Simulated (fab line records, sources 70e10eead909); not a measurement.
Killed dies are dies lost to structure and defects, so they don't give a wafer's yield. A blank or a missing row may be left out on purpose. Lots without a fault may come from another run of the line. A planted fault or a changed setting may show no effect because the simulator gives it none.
fab line records | flow nand_harc
record lots=12 wafers=36 last_day=33
route steps=1302 shown A_CHANNEL_HOLE_D2@595 A_CHANNEL_FILL_D2@615 END@1302
lots that met no fault: from a run of the same line without faults
start_h: hours from the record's first day to the start of the lot's first wafer shown | wait_h: hours since the lot's step before | " the same as in the row above | L1.1+2: a row that stands for several wafers | - no value, or no start given | * or withheld: withheld | < > ~ a bound
route shown NAME@n: a module of which the file shows steps, and the number in the route of the first | usual: mean/standard deviation of fault-free wafers | same: alike in all rows | chamber/n: place in a boat | sites: the reading at each site | _std_site: their standard deviation | _edge_site: outer sites' mean less inner sites' | radius_mm: how far each site lies from the wafer's centre | mask NAME#n: copy n | behind: the tool/chamber that last shaped the wafer | hold: why the lot was held/for how many hours/how that ended | device: the transistor (n, p or np) that didn't switch | end of line: the same wafers' tests at the end of the route | a step without rows: its recipe alone | killed: dies lost to structure and defects at the first sort, not the wafer's yield | map: a wafer's dies, x killed, . not, _ none there
set.NAME: the setting as run; set.NAME@STEP: as run at that earlier step | model.NAME: the simulator's own value behind a step, which no gauge read
steps of the route over a sample of lots; a table a step, a row a wafer
services: from which hour (start_h, from the record's first day; less than 0 if before it) a tool's chamber was out of use, for how many hours, and why
## steps
# step NHARC_A_CHANNEL_HOLE_D2_ETCH_23
# recipe bias_v=5000 source_w=withheld pressure_mtorr=20 time_s=819 ar_flow_sccm=375 c4f8_flow_sccm=89.3 o2_flow_sccm=35.7 temp_c=-20 target_depth_a=16000 chemistry=C4F8/O2/Ar
# usual chamber_pressure_mTorr=19.999/0.018 drypump_motor_current_A=5.5/0.4 mfc_ar_sccm=375.0/1.1 showerhead_plenum_p_Torr=3.64/0.14 temp_c=-20.00/0.1 throttle_valve_pct=32.155/0.0093
# same time_s=819
# columns lot.wafer tool chamber start_h wait_h chamber_pressure_mTorr drypump_motor_current_A mfc_ar_sccm rf_hours_counter_h showerhead_plenum_p_Torr temp_c throttle_valve_pct
L220.2 har_etch-02 1 294.57 0.5 19.982 4.9 374.5 356 3.51 -19.81 32.164
L220.4 " 0 " " 19.950 5.9 375.6 - 3.73 -19.85 32.171
L220.5 " 0 " " 20.003 5.9 373.8 - 3.73 -19.90 32.155
L221.2 har_etch-01 1 295.50 0.5 19.973 5.9 373.7 158 3.70 -20.09 32.150
L221.3 " 0 " " 20.026 5.3 374.7 - 3.52 -19.91 32.155
L221.6 " 0 " " 20.018 5.3 375.6 - 3.52 -20.02 32.150
L222.2 har_etch-01 0 316.98 0.5 20.015 5.3 375.9 169 3.52 -19.94 32.150
L222.1 " 1 " " 20.024 5.9 373.4 169 3.69 -19.74 32.150
L222.3 " 1 " " 19.992 5.9 377.9 - 3.69 -19.95 32.160
L227.1 har_etch-01 0 364.46 0.5 19.956 5.3 373.9 193 3.50 -20.12 32.154
L227.3 " 0 " " 19.999 5.3 374.2 - 3.50 -19.93 32.158
L227.4 " 1 " " 19.987 5.9 375.5 - 3.68 -19.92 32.167
L228.4 har_etch-01 0 372.66 0.5 20.042 5.3 373.5 - 3.50 -20.04 32.140
L228.5 " 0 " " 19.982 5.3 376.4 - 3.50 -19.99 32.152
L228.6 " 1 " " 20.001 5.9 378.2 - 3.67 -19.90 32.158
L230.2 har_etch-02 0 398.70 0.5 20.042 5.9 374.5 1 3.71 -20.10 32.159
L230.5 " 1 " " 19.995 4.9 376.6 - 3.93 -19.98 32.147
L230.6 " 0 " " 19.998 5.9 373.6 - 3.71 -20.17 32.132
L231.4 har_etch-01 0 400.54 0.5 19.971 5.3 374.0 - 3.49 -20.13 32.139
L231.3 " 1 " " 20.002 5.9 376.9 - 3.66 -20.10 32.157
L231.5 " 0 " " 20.031 5.3 373.2 - 3.49 -20.16 32.172
L234.1 har_etch-01 1 449.13 0.5 20.010 5.9 374.2 249 3.65 -20.04 32.151
L234.4 " 1 " " 19.988 5.9 374.0 - 3.65 -20.05 32.149
L234.3 " 0 " " 20.016 5.3 374.6 - 3.47 -19.91 32.165
L239.3 har_etch-01 0 486.36 0.5 20.004 5.3 374.7 - 3.46 -19.80 32.143
L239.4 " 1 " " 19.999 5.9 375.4 - 3.63 -20.02 32.146
L239.5 " 0 " " 19.978 5.3 375.4 - 3.46 -19.94 32.161
L240.1 har_etch-01 0 490.27 0.5 19.993 5.3 375.0 280 3.46 -19.95 32.141
L240.4 " 0 " " 19.992 5.3 375.1 - 3.46 -20.02 32.167
L240.3 " 1 " " 19.959 5.9 374.3 - 3.63 -20.00 32.145
L241.4 har_etch-02 1 509.20 0.5 19.990 4.9 376.9 - 3.90 -20.12 32.152
L241.5 " 1 " " 20.013 4.9 375.5 - 3.90 -20.27 32.158
L241.6 " 0 " " 20.004 5.9 375.4 - 3.67 -19.84 32.166
L242.2 har_etch-01 1 512.74 0.5 19.997 5.9 375.9 291 3.63 -19.90 32.157
L242.1 " 0 " " 19.971 5.3 376.6 291 3.45 -19.92 32.162
L242.5 " 0 " " 20.003 5.3 375.3 - 3.45 -20.03 32.162
# step NHARC_A_CHANNEL_HOLE_D2_INSPECT_40
# usual raw_defect_count=308/87
# columns lot.wafer tool chamber start_h wait_h raw_defect_count
L220.2 defect_inspect-02 - 298.84 - 224
L220.4 " - " " 217
L220.5 " - " " 254
L221.2 defect_inspect-02 - 299.68 - 385
L221.3 " - " " 384
L221.6 " - " " 437
L222.1 defect_inspect-01 - 321.26 - 286
L222.2 " - " " 365
L222.3 " - " " 261
L227.1 defect_inspect-02 - 368.72 - 266
L227.3 " - " " 366
L227.4 " - " " 277
L228.4 defect_inspect-02 - 376.69 - 224
L228.5 " - " " 178
L228.6 " - " " 188
L230.2 defect_inspect-02 - 402.88 - 365
L230.5 " - " " 196
L230.6 " - " " 270
L231.3 defect_inspect-02 - 405.04 - 194
L231.4 " - " " 271
L231.5 " - " " 282
L234.1 defect_inspect-02 - 453.45 - 295
L234.3 " - " " 297
L234.4 " - " " 331
L239.3 defect_inspect-01 - 490.38 - 282
L239.4 " - " " 287
L239.5 " - " " 241
L240.1 defect_inspect-01 - 494.56 - 413
L240.3 " - " " 300
L240.4 " - " " 264
L241.4 defect_inspect-02 - 513.28 - 217
L241.5 " - " " 455
L241.6 " - " " 328
L242.1 defect_inspect-02 - 516.98 - 398
L242.2 " - " " 259
L242.5 " - " " 223
# step NHARC_A_CHANNEL_FILL_D2_ALD_15
# recipe target_thk_a=20 pulse_time_s=60 ald_cycles=19 temp_c=630 pressure_torr=2 material=SiNx
# usual ald_cycles=19/0 precursor_pulse_height_rel=1.001/0.019
# columns lot.wafer tool chamber start_h wait_h ald_cycles precursor_pulse_height_rel
L220.2 ald_sin_batch-03 0 - - 19 1.005
L220.4 " 0 " " 19 1.031
L220.5 " 0 " " 19 0.983
L221.2 ald_sin_batch-03 0 - - 19 1.007
L221.3 " 0 " " 19 1.001
L221.6 " 0 " " 19 1.022
L222.1 ald_sin_batch-03 0 - - 19 1.042
L222.2 " 0 " " 19 1.005
L222.3 " 0 " " 19 0.951
L227.1 ald_sin_batch-02 0 - - 19 1.036
L227.3 " 0 " " 19 1.001
L227.4 " 0 " " 19 0.962
L228.4 ald_sin_batch-03 0 - - 19 1.008
L228.5 " 0 " " 19 1.039
L228.6 " 0 " " 19 0.998
L230.2 ald_sin_batch-01 0 - - 19 0.952
L230.5 " 0 " " 19 1.033
L230.6 " 0 " " 19 1.004
L231.3 ald_sin_batch-01 0 - - 19 1.000
L231.4 " 0 " " 19 0.987
L231.5 " 0 " " 19 0.974
L234.1 ald_sin_batch-01 0 465.13 4.3 19 0.993
L234.3 " 0 " " 19 0.986
L234.4 " 0 " " 19 0.987
L239.3 ald_sin_batch-03 0 - - 19 0.976
L239.4 " 0 " " 19 1.010
L239.5 " 0 " " 19 0.997
L240.1 ald_sin_batch-01 0 507.07 3.1 19 0.999
L240.3 " 0 " " 19 1.008
L240.4 " 0 " " 19 1.023
L241.4 ald_sin_batch-03 0 - - 19 0.987
L241.5 " 0 " " 19 0.984
L241.6 " 0 " " 19 1.008
L242.1 ald_sin_batch-02 0 - - 19 0.984
L242.2 " 0 " " 19 0.984
L242.5 " 0 " " 19 1.011
# step NHARC_A_CHANNEL_FILL_D2_ALD_16
# recipe target_thk_a=15 pulse_time_s=10 ald_cycles=15 temp_c=300 material=SiO2
# usual ald_cycles=15/0 heater_power_w=473/79 precursor_pulse_height_rel=0.998/0.02
# columns lot.wafer tool chamber start_h wait_h ald_cycles heater_power_w precursor_pulse_height_rel
L220.2 ald_hk-02 0 313.17 0.1 15 426 1.013
L220.4 " 1 " " 15 434 0.998
L220.5 " 0 " " 15 414 0.981
L221.3 ald_hk-01 3 313.17 0.1 15 534 1.029
L221.2 " 0 " " 15 382 1.015
L221.6 " 3 " " 15 543 1.003
L222.1 ald_hk-02 0 333.73 0.0 15 413 0.979
L222.3 " 1 " " 15 439 1.011
L222.2 " 2 " " 15 586 0.996
L227.1 ald_hk-01 0 381.23 0.2 15 374 1.013
L227.3 " 1 " " 15 578 0.995
L227.4 " 2 " " 15 384 1.007
L228.4 ald_hk-02 2 389.22 0.1 15 612 1.030
L228.5 " 3 " " 15 499 1.008
L228.6 " 0 " " 15 427 0.991
L231.4 ald_hk-02 3 415.28 0.1 15 496 0.979
L231.3 " 0 " " 15 409 1.020
L231.5 " 2 " " 13 616 1.001
L230.2 ald_hk-02 1 415.46 0.3 13 437 0.982
L230.5 " 2 " " 13 617 1.030
L230.6 " 3 " " 13 499 0.961
L234.1 ald_hk-01 3 467.19 0.0 15 554 0.954
L234.4 " 1 " " 15 579 1.006
L234.3 " 2 " " 15 400 0.994
L239.4 ald_hk-04 2 504.21 0.9 15 379 1.005
L239.3 " 0 " " 15 472 0.979
L239.5 " 2 " " 15 394 1.041
L240.1 ald_hk-01 1 509.16 0.1 15 562 1.031
L240.3 " 2 " " 15 399 0.998
L240.4 " 3 " " 15 553 1.012
L241.4 ald_hk-01 2 526.51 0.1 15 420 0.974
L241.6 " 1 " " 15 579 1.011
L241.5 " 2 " " 15 402 0.973
L242.2 ald_hk-01 3 529.65 0.1 15 561 0.985
L242.1 " 0 " " 15 373 1.011
L242.5 " 2 " " 15 423 0.997
# step NHARC_END_SORT_01
# recipe temp_c=25
# usual killed_at_array=59/16 killed_at_other=0.7/1.1 killed_at_periphery=4/3 killed_dies=64/16 killed_open=3.4/1.8 killed_short=2.6/1.7
# same gross_dies=677
# columns lot.wafer tool chamber start_h wait_h killed_at_array killed_at_other killed_at_periphery killed_dies killed_open killed_short
L220.2 prober-01 0 567.42 2.8 40 1 7 48 3 4
L220.4 prober-01 0 569.03 3.4 51 1 5 57 8 0
L220.5 prober-01 0 569.84 3.7 44 0 10 54 6 3
L228.4 prober-02 0 641.44 3.4 33 0 14 47 5 3
L228.5 prober-02 0 642.24 3.7 24 1 8 33 1 0
L228.6 prober-02 0 643.04 4.0 34 0 8 42 2 3
L230.2 prober-02 0 660.38 2.8 73 1 6 80 6 3
L230.5 prober-02 0 662.77 3.7 84 2 7 93 4 1
L230.6 prober-02 0 663.57 4.0 70 2 6 78 4 5
L231.3 prober-01 0 667.10 3.1 47 0 6 53 2 5
L231.4 prober-01 0 667.90 3.4 54 1 5 60 3 2
L231.5 prober-01 0 668.70 3.7 45 0 0 45 2 2
L242.1 prober-01 0 777.75 2.5 46 2 2 50 6 6
L242.2 prober-01 0 778.56 2.8 54 0 4 58 3 5
L242.5 prober-01 0 780.99 3.7 72 2 4 78 7 3
L241.4 prober-02 0 780.18 3.4 24 0 2 26 1 2
L241.5 prober-02 0 780.99 3.7 32 0 3 35 8 3
L241.6 prober-02 0 781.80 4.0 26 0 3 29 6 2
# killed by level:class
L220.2 A_CHANNEL_HOLE_D2:chamber_film_flake=29 P_CONTACT:chamber_film_flake=5 A_WL_FILL:geometric_particle:short=3 A_CONTACT:chamber_film_flake=2 P_M0:geometric_particle:short=1 A_CHANNEL_FILL_D1:geometric_particle:open=1 A_CHANNEL_FILL_D2:geometric_particle:open=1 STARTING-WAFER:geometric_particle:open=1
L220.4 A_CHANNEL_HOLE_D2:chamber_film_flake=36 A_ONON_D2:geometric_particle:open=3 A_CHANNEL_FILL_D2:geometric_particle:open=3 P_CONTACT:chamber_film_flake=3 A_CONTACT:chamber_film_flake=3 A_CHANNEL_HOLE_D1:chamber_film_flake=2 A_BLC:geometric_particle:open=1 A_M0:geometric_particle:open=1
L220.5 A_CHANNEL_HOLE_D2:chamber_film_flake=34 P_CONTACT:chamber_film_flake=7 P_GATE:geometric_particle:open=1 P_CONTACT:geometric_particle:open=1 A_SOURCE_PLATE:geometric_particle:short=1 A_ONON_D1:geometric_particle:short=1 A_CHANNEL_FILL_D2:geometric_particle:open=1 A_WL_FILL:geometric_particle:open=1
L228.4 P_GATE:chamber_film_flake=9 A_CHANNEL_HOLE_D2:chamber_film_flake=9 A_CHANNEL_HOLE_D1:chamber_film_flake=5 A_CONTACT:chamber_film_flake=5 A_STAIRCASE:chamber_film_flake=3 A_M0:geometric_particle:open=2 P_STI:chamber_film_flake=2 A_ZERO_WELL:chamber_film_flake=2
L228.5 A_CHANNEL_HOLE_D2:chamber_film_flake=8 P_GATE:chamber_film_flake=5 A_CONTACT:chamber_film_flake=5 A_STAIRCASE:chamber_film_flake=3 P_ZERO_WELL:chamber_film_flake=2 A_CHANNEL_HOLE_D1:chamber_film_flake=2 A_SLIT:chamber_film_flake=2 A_ONON_D2:geometric_particle:open=1
L228.6 A_CONTACT:chamber_film_flake=12 A_CHANNEL_HOLE_D1:chamber_film_flake=5 A_CHANNEL_HOLE_D2:chamber_film_flake=5 P_GATE:chamber_film_flake=4 A_DECK1_JOINT:chamber_film_flake=3 A_STAIRCASE:chamber_film_flake=3 P_ZERO_WELL:chamber_film_flake=2 A_ONON_D1:geometric_particle:short=1
L230.2 A_CHANNEL_HOLE_D1:chamber_film_flake=33 A_SLIT:chamber_film_flake=16 A_STAIRCASE:chamber_film_flake=6 A_CHANNEL_FILL_D2:chamber_film_flake=4 P_CONTACT:geometric_particle:open=2 A_CHANNEL_FILL_D1:geometric_particle:short=2 P_STI:chamber_film_flake=2 A_CHANNEL_HOLE_D2:unspecified=2
L230.5 A_CHANNEL_HOLE_D1:chamber_film_flake=36 A_SLIT:chamber_film_flake=30 A_STAIRCASE:chamber_film_flake=6 A_CONTACT:chamber_film_flake=3 P_GATE:chamber_film_flake=2 A_CHANNEL_FILL_D1:chamber_film_flake=2 A_CHANNEL_FILL_D2:chamber_film_flake=2 THIN_TSV:chamber_film_flake=2
L230.6 A_CHANNEL_HOLE_D1:chamber_film_flake=33 A_SLIT:chamber_film_flake=20 A_CONTACT:chamber_film_flake=6 A_STAIRCASE:chamber_film_flake=4 P_M0:geometric_particle:short=2 A_CHANNEL_HOLE_D2:unspecified=2 THIN_TSV:chamber_film_flake=2 P_STI:geometric_particle:open=1
L231.3 A_CHANNEL_HOLE_D2:chamber_film_flake=17 A_SLIT:chamber_film_flake=16 A_CHANNEL_HOLE_D1:chamber_film_flake=6 A_CHANNEL_FILL_D2:geometric_particle:short=2 P_GATE:chamber_film_flake=2 A_STAIRCASE:chamber_film_flake=2 P_M0:geometric_particle:open=1 P_M2:geometric_particle:short=1
L231.4 A_SLIT:chamber_film_flake=37 A_CHANNEL_HOLE_D2:chamber_film_flake=7 P_GATE:chamber_film_flake=4 A_WL_FILL:geometric_particle:short=2 A_CHANNEL_HOLE_D1:chamber_film_flake=2 P_M1:geometric_particle:open=1 A_ONON_D1:geometric_particle:open=1 A_CHANNEL_FILL_D2:geometric_particle:open=1
L231.5 A_SLIT:chamber_film_flake=23 A_CHANNEL_HOLE_D2:chamber_film_flake=13 A_CHANNEL_HOLE_D1:chamber_film_flake=3 A_WL_FILL:geometric_particle:short=2 A_ONON_D1:geometric_particle:open=1 A_CONTACT:geometric_particle:open=1 A_DECK1_JOINT:chamber_film_flake=1 A_CONTACT:chamber_film_flake=1
L242.1 A_CHANNEL_HOLE_D2:chamber_film_flake=14 A_SLIT:chamber_film_flake=10 A_CHANNEL_HOLE_D1:chamber_film_flake=5 A_ONON_D1:geometric_particle:open=2 A_ONON_D2:geometric_particle:short=2 A_M0:geometric_particle:open=2 A_STAIRCASE:chamber_film_flake=2 A_CONTACT:chamber_film_flake=2
L242.2 A_CHANNEL_HOLE_D2:chamber_film_flake=24 A_SLIT:chamber_film_flake=15 A_CHANNEL_HOLE_D1:chamber_film_flake=6 A_CONTACT:chamber_film_flake=4 P_STI:geometric_particle:short=1 P_CONTACT:geometric_particle:open=1 P_M1:geometric_particle:open=1 P_M2:geometric_particle:short=1
L241.4 A_SLIT:chamber_film_flake=6 A_CONTACT:chamber_film_flake=5 A_STAIRCASE:chamber_film_flake=4 A_DECK1_JOINT:chamber_film_flake=2 A_CHANNEL_FILL_D2:chamber_film_flake=2 P_M1:geometric_particle:short=1 A_CHANNEL_FILL_D2:geometric_particle:short=1 A_CONTACT:geometric_particle:open=1
L242.5 A_SLIT:chamber_film_flake=29 A_CHANNEL_HOLE_D2:chamber_film_flake=19 A_CHANNEL_HOLE_D1:chamber_film_flake=9 A_CONTACT:chamber_film_flake=5 A_WL_FILL:geometric_particle:open=2 A_M0:chamber_film_flake=2 THIN_TSV:chamber_film_flake=2 P_STI:geometric_particle:open=1
L241.5 A_CONTACT:chamber_film_flake=11 A_SLIT:chamber_film_flake=7 A_CHANNEL_FILL_D1:geometric_particle:open=2 A_SGD_CUT:geometric_particle:open=2 A_CHANNEL_HOLE_D1:chamber_film_flake=2 P_M0:geometric_particle:open=1 P_M1:geometric_particle:short=1 A_ONON_D1:geometric_particle:open=1
L241.6 A_CONTACT:chamber_film_flake=9 A_SLIT:chamber_film_flake=5 A_CHANNEL_FILL_D2:chamber_film_flake=3 A_WL_FILL:geometric_particle:open=2 P_ZERO_WELL:chamber_film_flake=2 A_SOURCE_PLATE:geometric_particle:open=1 A_SOURCE_PLATE:geometric_particle:short=1 A_CHANNEL_FILL_D1:geometric_particle:open=1
## services
# columns tool chamber start_h hours kind
ald_hk-01 - 297.98 10.0 pm
ald_hk-01 0 297.98 10.0 vent_cycle
ald_hk-01 1 297.98 10.0 vent_cycle
ald_hk-01 2 297.98 10.0 vent_cycle
ald_hk-01 3 297.98 10.0 vent_cycle
ald_hk-01 0 307.98 - clean
ald_hk-01 1 307.98 - clean
ald_hk-01 2 307.98 - clean
ald_hk-01 3 307.98 - clean
ald_sin_batch-02 - 334.27 1.5 repair
ald_hk-04 - 351.85 1.2 repair
ald_hk-02 - 352.44 10.0 pm
har_etch-02 - 380.15 17.0 pm
ald_hk-04 - 418.72 2.9 repair
ald_hk-04 - 432.80 10.0 pm
ald_sin_batch-01 - 442.53 9.0 repair
ald_hk-01 - 475.98 10.0 pm
ald_hk-01 0 475.98 10.0 vent_cycle
ald_hk-01 1 475.98 10.0 vent_cycle
ald_hk-01 2 475.98 10.0 vent_cycle
ald_hk-01 3 475.98 10.0 vent_cycle
ald_hk-01 0 485.98 - clean
ald_hk-01 1 485.98 - clean
ald_sin_batch-01 - 509.09 26.0 pm
## key
first_sign step=NHARC_A_CHANNEL_FILL_D2_ALD_16 reading=ald_cycles direction=down sigmas=99+ usual=15 struck=13
effect none on later readings
met_at NHARC_A_CHANNEL_FILL_D2_ALD_16
struck_lots L230,L231
struck_wafers L230.2,L230.5,L230.6,L231.5
tester_left_out L230,L231
not_acting_at NHARC_A_CHANNEL_HOLE_D2_ETCH_23,NHARC_A_CHANNEL_HOLE_D2_INSPECT_40,NHARC_A_CHANNEL_FILL_D2_ALD_15
fault kind=process_parameter_drift tool=ald_hk-02 chamber=- onset_h=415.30 steps=NHARC_A_CHANNEL_FILL_D2_ALD_16 channel=ald_cycles offset=-2 shape=step end_h=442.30 scope=struck_wafers_only acts_in=these_recipes_only stated=15
# tester_left_out: of these lots the tester's yield and bins aren't shown, on N5 and GAA mostly nor the transistor test; their killed dies are dies lost to structure and defects alone, not to doping, threshold or leakage, so they don't give the yield
